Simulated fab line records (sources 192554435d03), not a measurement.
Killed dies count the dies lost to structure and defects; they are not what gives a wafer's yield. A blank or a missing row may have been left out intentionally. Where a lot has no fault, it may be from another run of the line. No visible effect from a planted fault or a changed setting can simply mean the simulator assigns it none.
Matching of chambers || flow n5_finfet || 4 sister chambers for N5_BEOL_M0_SAQP_STRIP_86 on rie_diel-04
The step strips in N2/H2. 8 wafers are shown with their chamber, then 8 later ones without.

EACH WAFER AND ITS CHAMBER
{"wafer": "L075.2", "chamber": 3, "drypump_motor_current_A (A)": 5.5, "throttle_valve_pct (%)": 18.4}
{"wafer": "L082.2", "chamber": 3, "drypump_motor_current_A (A)": 5.5, "throttle_valve_pct (%)": 18.1}
{"wafer": "L082.4", "chamber": 1, "drypump_motor_current_A (A)": 5.4, "throttle_valve_pct (%)": 19.4}
{"wafer": "L082.6", "chamber": 0, "drypump_motor_current_A (A)": 5.4, "throttle_valve_pct (%)": 19.7}
{"wafer": "L084.3", "chamber": 0, "drypump_motor_current_A (A)": 5.4, "throttle_valve_pct (%)": 19.7}
{"wafer": "L084.4", "chamber": 2, "drypump_motor_current_A (A)": 5.7, "throttle_valve_pct (%)": 18.8}
{"wafer": "L084.5", "chamber": 2, "drypump_motor_current_A (A)": 5.7, "throttle_valve_pct (%)": 18.8}
{"wafer": "L086.1", "chamber": 1, "drypump_motor_current_A (A)": 5.3, "throttle_valve_pct (%)": 19.4}

WAFERS WITHOUT THEIR CHAMBER
{"wafer": "L086.2", "drypump_motor_current_A (A)": 5.5, "throttle_valve_pct (%)": 18.1}
{"wafer": "L086.5", "drypump_motor_current_A (A)": 5.5, "throttle_valve_pct (%)": 18.1}
{"wafer": "L088.2", "drypump_motor_current_A (A)": 5.7, "throttle_valve_pct (%)": 18.8}
{"wafer": "L088.3", "drypump_motor_current_A (A)": 5.5, "throttle_valve_pct (%)": 18.1}
{"wafer": "L088.5", "drypump_motor_current_A (A)": 5.7, "throttle_valve_pct (%)": 18.8}
{"wafer": "L095.1", "drypump_motor_current_A (A)": 5.7, "throttle_valve_pct (%)": 18.8}
{"wafer": "L095.3", "drypump_motor_current_A (A)": 5.4, "throttle_valve_pct (%)": 19.3}
{"wafer": "L095.4", "drypump_motor_current_A (A)": 5.4, "throttle_valve_pct (%)": 19.3}

EACH ONE'S CHAMBER
{"wafer": "L086.2", "from the rows above": 3, "in truth": 3}
{"wafer": "L086.5", "from the rows above": 3, "in truth": 3}
{"wafer": "L088.2", "from the rows above": 2, "in truth": 2}
{"wafer": "L088.3", "from the rows above": 3, "in truth": 3}
{"wafer": "L088.5", "from the rows above": 2, "in truth": 2}
{"wafer": "L095.1", "from the rows above": 2, "in truth": 2}
{"wafer": "L095.3", "from the rows above": 1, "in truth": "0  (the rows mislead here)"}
{"wafer": "L095.4", "from the rows above": 1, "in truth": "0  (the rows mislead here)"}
Correct placement for 6 of the 8. Left unplaced by these rows: 0. Placed wrongly: 2.
How it was worked out, from the rows above alone: a wafer's distance from a chamber is the root of the sum, over the readings, of the square of ((its reading less the chamber's mean) divided by the reading's scatter). If the next closest chamber is less than 2 further off than the closest, the wafer can't be placed; otherwise it belongs to the closest. Each chamber's mean is taken over the wafers shown for it. The scatter is the square root of a quotient: the sum, over the shown wafers, of each reading's squared deviation from its chamber's mean, divided by wafers minus chambers.
